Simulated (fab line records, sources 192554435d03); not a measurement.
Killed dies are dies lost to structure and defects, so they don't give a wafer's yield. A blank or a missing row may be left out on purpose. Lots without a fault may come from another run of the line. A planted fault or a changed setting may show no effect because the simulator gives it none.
Split-lot experiment | flow n5_finfet | 7 lots, 39 wafers read, on a route of 1938 steps

THE SPLIT
At N5_MOL_CONTACT_COAG_ETCH_91 (etches SOC in N2/H2, target depth 60 nm, overetch 21 nm, time 101.2 s), the setting source_w was moved away from the recipe's 840 W on 15 of the 39 wafers read, by -8.9% to +9.9%. The other wafers ran this setting at the recipe's value.

The reading is taken at the split's own step.

THE READING
rf_vpp_V, in V, at N5_MOL_CONTACT_COAG_ETCH_91 (etches SOC in N2/H2, target depth 60 nm, overetch 21 nm, time 101.2 s). Fault-free wafers of this fab line usually give 523.5 V, standard deviation 2.1 V.

wafer  | tool, chamber at the split | source_w as run, W | against the recipe | rf_vpp_V, V | against lot-mates on the recipe
L074.1 | rie_diel-01, 0             | 791.1              | -5.8%              | 532.2       | +8.9
L074.2 | rie_diel-01, 1             | 791.1              | -5.8%              | 534.3       | +11.0
L074.3 | rie_diel-01, 3             | 840                | recipe             | 523.6       | -
L074.4 | rie_diel-01, 2             | 791.1              | -5.8%              | 533.0       | +9.7
L074.5 | rie_diel-01, 1             | 840                | recipe             | 523.9       | -
L074.6 | rie_diel-01, 2             | 840                | recipe             | 522.5       | -
L076.1 | rie_diel-01, 0             | 791.7              | -5.8%              | 532.7       | +10.5
L076.2 | rie_diel-01, 1             | 840                | recipe             | 523.1       | -
L076.3 | rie_diel-01, 2             | 840                | recipe             | 521.8       | -
L076.4 | rie_diel-01, 2             | 791.7              | -5.8%              | 533.5       | +11.3
L076.5 | rie_diel-01, 0             | 840                | recipe             | 521.6       | -
L076.6 | rie_diel-01, 1             | 791.7              | -5.8%              | 532.6       | +10.4
L090.1 | rie_diel-01, 3             | 840                | recipe             | 522.5       | -
L090.2 | rie_diel-01, 0             | 923.5              | +9.9%              | 506.5       | -15.7
L090.3 | rie_diel-01, 2             | 840                | recipe             | 522.5       | -
L090.4 | rie_diel-01, 1             | 923.5              | +9.9%              | 507.2       | -15.0
L090.5 | rie_diel-01, 0             | 840                | recipe             | 521.7       | -
L090.6 | rie_diel-01, 3             | 923.5              | +9.9%              | 506.2       | -16.0
L091.1 | rie_diel-06, 3             | 840                | recipe             | 519.9       | -
L091.2 | rie_diel-06, 2             | 897.6              | +6.9%              | 511.5       | -12.0
L091.3 | rie_diel-06, 0             | 840                | recipe             | 527.2       | -
L091.4 | rie_diel-06, 1             | 897.6              | +6.9%              | 512.4       | -11.1
L091.5 | rie_diel-06, 0             | 897.6              | +6.9%              | 514.5       | -9.0
L091.6 | rie_diel-06, 1             | 840                | recipe             | 523.3       | -
L092.1 | rie_diel-06, 2             | 840                | recipe             | 521.8       | -
L092.2 | rie_diel-06, 3             | 765.3              | -8.9%              | 536.2       | +12.1
L092.3 | rie_diel-06, 0             | 765.3              | -8.9%              | 545.5       | +21.4
L092.4 | rie_diel-06, 1             | 840                | recipe             | 524.3       | -
L092.5 | rie_diel-06, 0             | 840                | recipe             | 526.2       | -
L092.6 | rie_diel-06, 3             | 765.3              | -8.9%              | 537.3       | +13.2
L093.1 | rie_diel-01, 0             | 840                | recipe             | 523.2       | -
L093.2 | rie_diel-01, 2             | 840                | recipe             | 523.2       | -
L093.3 | rie_diel-01, 3             | 840                | recipe             | 521.9       | -
L093.4 | rie_diel-01, 1             | 840                | recipe             | 522.6       | -
L093.5 | rie_diel-01, 2             | 840                | recipe             | 522.7       | -
L093.6 | rie_diel-01, 1             | 840                | recipe             | 522.2       | -
L095.2 | rie_diel-02, 1             | 840                | recipe             | 521.7       | -
L095.5 | rie_diel-02, 2             | 840                | recipe             | 521.7       | -
L095.6 | rie_diel-02, 3             | 840                | recipe             | 525.2       | -

THE FIT
A straight line over all 39 wafers: rf_vpp_V changes by -1.7 V for each +1% of source_w; r = -0.98; the points scatter about the line by 1.9 V.
The same after taking each lot's own level away (the mean of its wafers on the recipe; 39 wafers): -1.66 V for each +1%; r = -0.98; scatter 1.8 V.
On that fit, the largest move of source_w shifts the reading by 17 V.
The lots' own levels span 522.17 to 524.10 V, that is 0.9 times the standard deviation above.
So the lot-to-lot level changes the slope little: the two slopes agree.
Check: with one of the wafers moved furthest among these (+9.9%) left out of the fit, the line predicts -16.3 V for it against its lot-mates. It came out at -15.7 V against them.
Tool readings at the split's step, against how far the setting was moved: rf_vpp_V r = -0.98.

OTHER SPLITS ON THESE WAFERS
These wafers also went through other splits before the reading. Each is held against what the fit with the lots' levels taken away leaves over:
other split on the same wafers      | wafers away from the commonest value | r with rf_vpp_V (lot level and that fit taken away)
N5_ZERO_LAYER_PECVD_02 target_thk_a | 15                                   | +0.22
N5_WELL_APT_IMPLANT_31 energy_kev   | 12                                   | -0.02
N5_WELL_APT_EPI_41 time_s           | 18                                   | -0.30
N5_FIN_CUT_EXPOSE_05 dose_mj        | 12                                   | +0.04
N5_FIN_CUT_CUT_ETCH_26 time_s       | 15                                   | -0.10

THE FILE'S OWN FIT
rf_vpp_V changes by -1.67 V for each +1% of source_w, r = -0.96.
